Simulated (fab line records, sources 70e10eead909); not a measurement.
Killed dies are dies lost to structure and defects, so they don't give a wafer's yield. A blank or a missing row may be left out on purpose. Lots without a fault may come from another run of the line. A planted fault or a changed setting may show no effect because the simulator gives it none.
Tool commonality check | flow nand_harc | 10 lots, 30 wafers sampled

WHY IT WAS OPENED
At NHARC_P_M0_CD_MEAS_09 the reading cd_nm is flagged on 2 of 10 lots. Wafers without a fault read 90.3 nm, standard deviation 0.62.
Rule: a lot is flagged when every wafer of it that has a number lies more than 4 standard deviations from that mean, or none has a number. The other lots count as sound.

lot  | measured     | on        | cd_nm (nm), wafer by wafer | flag
L685 | day 6 06:11  | cd_sem-01 | 90.1 90.8 90.6             |
L690 | day 8 04:22  | cd_sem-01 | 90.6 89.7 89.8             |
L691 | day 8 16:06  | cd_sem-02 | 90.0 90.8 90.9             |
L692 | day 8 18:19  | cd_sem-03 | 90.6 90.7 90.2             |
L696 | day 10 16:28 | cd_sem-03 | 90.4 90.7 91.5             |
L697 | day 10 22:19 | cd_sem-01 | 100.4 99.2 99.3            | FLAGGED
L700 | day 12 04:57 | cd_sem-03 | 98.5 98.8 98.9             | FLAGGED
L703 | day 13 21:07 | cd_sem-01 | 90.5 90.1 89.9             |
L707 | day 15 06:23 | cd_sem-01 | 90.1 89.6 89.7             |
L708 | day 15 18:39 | cd_sem-03 | 89.0 89.9 88.8             |
The numbers of the flagged lots are 99.2 nm on average: +8.9 nm against the usual, or +14 standard deviations.

WHICH TOOL RAN EACH LOT
The record holds 3 process steps before the reading, out of a route of 1302 steps. In each cell: the tool, then ch and the chambers that the sampled wafers went through, then the start.
lot  | flag    | NHARC_P_CONTACT_ETCH_31                       | NHARC_P_CONTACT_STRIP_28           | NHARC_P_M0_PEB_07
L685 |         | rie_diel-12 ch 0,2,3, day 6 03:08 or earlier  | rie_diel-02 ch 0,1,3, day 6 03:08  | litho_track-06 ch 0, day 6 06:06
L690 |         | rie_diel-07 ch 1,3, day 8 01:20 or earlier    | rie_diel-12 ch 0,1,2, day 8 01:20  | litho_track-01 ch 0, day 8 04:17
L691 |         | rie_diel-12 ch 1,2,3, day 8 13:02 or earlier  | rie_diel-02 ch 1,2,3, day 8 13:02  | litho_track-04 ch 0, day 8 16:01
L692 |         | rie_diel-07 ch 0,1,2, day 8 15:18 or earlier  | rie_diel-12 ch 0,2,3, day 8 15:18  | litho_track-06 ch 0, day 8 18:14
L696 |         | rie_diel-02 ch 0,1, day 10 13:17 or earlier   | rie_diel-07 ch 0,3, day 10 13:17   | litho_track-06 ch 0, day 10 16:23
L697 | FLAGGED | rie_diel-12 ch 0,2,3, day 10 19:11 or earlier | rie_diel-07 ch 0,1,3, day 10 19:11 | litho_track-06 ch 0, day 10 22:14
L700 | FLAGGED | rie_diel-07 ch 0,1,3, day 12 01:53 or earlier | rie_diel-07 ch 0,1,3, day 12 01:53 | litho_track-06 ch 0, day 12 04:52
L703 |         | rie_diel-12 ch 0,2,3, day 13 18:04 or earlier | rie_diel-07 ch 0,1,3, day 13 18:04 | litho_track-04 ch 0, day 13 21:02
L707 |         | rie_diel-07 ch 0,1,3, day 15 03:29 or earlier | rie_diel-02 ch 1,2,3, day 15 03:29 | litho_track-01 ch 0, day 15 06:18
L708 |         | rie_diel-12 ch 1,2, day 15 15:28 or earlier   | rie_diel-02 ch 0,3, day 15 15:28   | litho_track-04 ch 0, day 15 18:34
What these steps do:
- NHARC_P_CONTACT_ETCH_31: etches the open film in CH3F/O2, target depth 30 nm, time 85.7 s.
- NHARC_P_CONTACT_STRIP_28: strips in O2.
- NHARC_P_M0_PEB_07: peb time 65 s.
- NHARC_P_M0_CD_MEAS_09: target cd 90 nm.

FLAGGED OVER TOTAL, TOOL BY TOOL (the gauges that took the reading come last)
step                     | tool           | lots run | flagged | share of the flagged lots | sound lots run after its first flagged lot
NHARC_P_CONTACT_ETCH_31  | rie_diel-02    | 1        | 0       | none                      | -
NHARC_P_CONTACT_ETCH_31  | rie_diel-07    | 4        | 1       | some                      | 1 (L707)
NHARC_P_CONTACT_ETCH_31  | rie_diel-12    | 5        | 1       | some                      | 2 (L703,L708)
NHARC_P_CONTACT_STRIP_28 | rie_diel-02    | 4        | 0       | none                      | -
NHARC_P_CONTACT_STRIP_28 | rie_diel-07    | 4        | 2       | all                       | 1 (L703)
NHARC_P_CONTACT_STRIP_28 | rie_diel-12    | 2        | 0       | none                      | -
NHARC_P_M0_PEB_07        | litho_track-01 | 2        | 0       | none                      | -
NHARC_P_M0_PEB_07        | litho_track-04 | 3        | 0       | none                      | -
NHARC_P_M0_PEB_07        | litho_track-06 | 5        | 2       | all                       | 0
NHARC_P_M0_CD_MEAS_09    | cd_sem-01      | 5        | 1       | some                      | 2 (L703,L707)
NHARC_P_M0_CD_MEAS_09    | cd_sem-02      | 1        | 0       | none                      | -
NHARC_P_M0_CD_MEAS_09    | cd_sem-03      | 4        | 1       | some                      | 1 (L708)
NHARC_P_CONTACT_ETCH_31 gives no start for some lots, so the hours and the order of its lots are those of NHARC_P_CONTACT_STRIP_28.

WHAT THE TABLE ALLOWS
2 rows of the table ran every flagged lot: rie_diel-07 at NHARC_P_CONTACT_STRIP_28, litho_track-06 at NHARC_P_M0_PEB_07.
- rie_diel-07 at NHARC_P_CONTACT_STRIP_28: 2 of its 4 lots flagged. Sound lots ran on it after the first flagged one (L703), which a lasting fault on the whole tool wouldn't allow.
- litho_track-06 at NHARC_P_M0_PEB_07: 2 of its 5 lots flagged. Its last sound lot is L696 (day 10 16:23), its first flagged lot L697 (day 10 22:14): a fault that began between those two fits. Its own readings lie more than 4 standard deviations out on every wafer of the flagged lots: heater_power_total_W, plate_temp_C.
One tool is left: litho_track-06 at NHARC_P_M0_PEB_07.

WHAT THE SIMULATOR HAD PUT IN
Process parameter drift: litho_track-06, from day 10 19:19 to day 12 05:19, at NHARC_P_M0_PEB_07. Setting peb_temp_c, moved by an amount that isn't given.
Lots struck among those shown: L697, L700. The rule above found the same.
